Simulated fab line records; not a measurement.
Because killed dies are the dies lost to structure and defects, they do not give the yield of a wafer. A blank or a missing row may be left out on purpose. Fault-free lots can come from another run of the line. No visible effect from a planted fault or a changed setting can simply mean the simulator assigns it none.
The same fault as seen by 2 desks | flow n5_finfet | each desk has only its own numbers; what lay behind them comes last

== AT THE METROLOGY DESK ==
Means of the sampled wafers that have a number, per lot and without regard to the tool the lot ran on: this is what the gauges read. A lot is out of limits, marked OUT, if its mean lies more than 4 standard deviations from the usual mean; the brackets give that distance. Shown here are 7 of its 11 readings, the ones lying furthest out on some lot.
Columns: A = M0_ABLK_OVL at N5_BEOL_M0_CUTY_OVL_MEAS_58, usual 0.8 nm; B = DIBL_N at N5_BEOL_M4_RC_MEAS_101, usual 36.0 mV/V; C = DIBL_P at N5_BEOL_M4_RC_MEAS_101, usual 36.2 mV/V; D = IOFF_P at N5_BEOL_M4_RC_MEAS_101, usual 0.21 nA/um; E = SS_N at N5_BEOL_M4_RC_MEAS_101, usual 71.4 mV/dec; F = SS_P at N5_BEOL_M4_RC_MEAS_101, usual 73.3 mV/dec; G = VT_P at N5_BEOL_M4_RC_MEAS_101, usual -251 mV
lot  | first seen here | A   | B    | C    | D    | E    | F    | G
L710 | day 6 18:06     | 0.9 | 37.2 | 36.9 | 0.25 | 71.4 | 73.6 | -247
L711 | day 6 18:15     | 0.5 | 34.0 | 33.4 | 0.19 | 70.8 | 72.7 | -251
L712 | day 6 20:03     | 0.5 | 35.2 | 33.5 | 0.18 | 70.7 | 73.2 | -252
L714 | day 6 20:26     | 1.0 | 34.1 | 35.4 | 0.23 | 70.6 | 72.4 | -246
L715 | day 7 00:07     | 0.9 | 35.9 | 35.0 | 0.19 | 70.8 | 73.1 | -252
L717 | day 7 15:39     | 0.2 | 35.2 | 35.1 | 0.20 | 71.5 | 73.6 | -250
L720 | day 8 15:38     | 0.8 | 37.1 | 38.4 | 0.26 | 71.6 | 73.6 | -247
L721 | day 8 18:44     | 1.1 | 33.6 | 34.0 | 0.20 | 71.0 | 72.5 | -251
L728 | day 10 09:25    | 2.0 | 37.6 | 38.8 | 0.23 | 71.9 | 73.4 | -249
L730 | day 11 02:06    | 1.1 | 37.2 | 38.5 | 0.23 | 71.8 | 74.2 | -251
Result from this desk: across the 10 lots, nothing is out of limits.

== AT THE TOOL OWNER'S DESK: rie_diel-02 ==
The tool's own readings at N5_BEOL_M0_SAQP_ETCH_49 (etches SiO2 in CF4/O2, target depth 37 nm): means of the sampled wafers that have a number, for each lot that ran on this tool. A lot is out of limits, marked OUT, if its mean lies more than 4 standard deviations from the usual mean; the brackets give that distance.
Columns: A = drypump_motor_current_A at N5_BEOL_M0_SAQP_ETCH_49, usual 5.8 A; B = mfc_ar_sccm at N5_BEOL_M0_SAQP_ETCH_49, usual 100.0 sccm; C = oes_f_703_au at N5_BEOL_M0_SAQP_ETCH_49, usual 0.79 a.u.; D = oes_product_au at N5_BEOL_M0_SAQP_ETCH_49, usual 0.79 a.u.; E = rf_vpp_V at N5_BEOL_M0_SAQP_ETCH_49, usual 240 V; F = showerhead_plenum_p_Torr at N5_BEOL_M0_SAQP_ETCH_49, usual 2.18 Torr; G = throttle_valve_pct at N5_BEOL_M0_SAQP_ETCH_49, usual 15.87 %
lot  | first seen here | A   | B     | C    | D    | E   | F    | G
L711 | day 6 17:52     | 5.2 | 99.9  | 0.81 | 0.82 | 241 | 2.14 | 15.74
L720 | day 8 15:14     | 5.2 | 99.8  | 0.75 | 0.75 | 238 | 2.09 | 15.92
L728 | day 10 09:01    | 5.5 | 100.0 | 0.71 | 0.64 | 240 | 2.13 | 15.91
L730 | day 11 01:43    | 5.4 | 99.8  | 0.72 | 0.65 | 244 | 2.14 | 15.94
Result from this desk: across the 4 lots, nothing is out of limits.

== PUT TOGETHER ==
Metrology desk: nothing out of limits seen.
The desk of the tool owner found nothing out of limits.

== WHAT THE SIMULATOR HAD INSERTED ==
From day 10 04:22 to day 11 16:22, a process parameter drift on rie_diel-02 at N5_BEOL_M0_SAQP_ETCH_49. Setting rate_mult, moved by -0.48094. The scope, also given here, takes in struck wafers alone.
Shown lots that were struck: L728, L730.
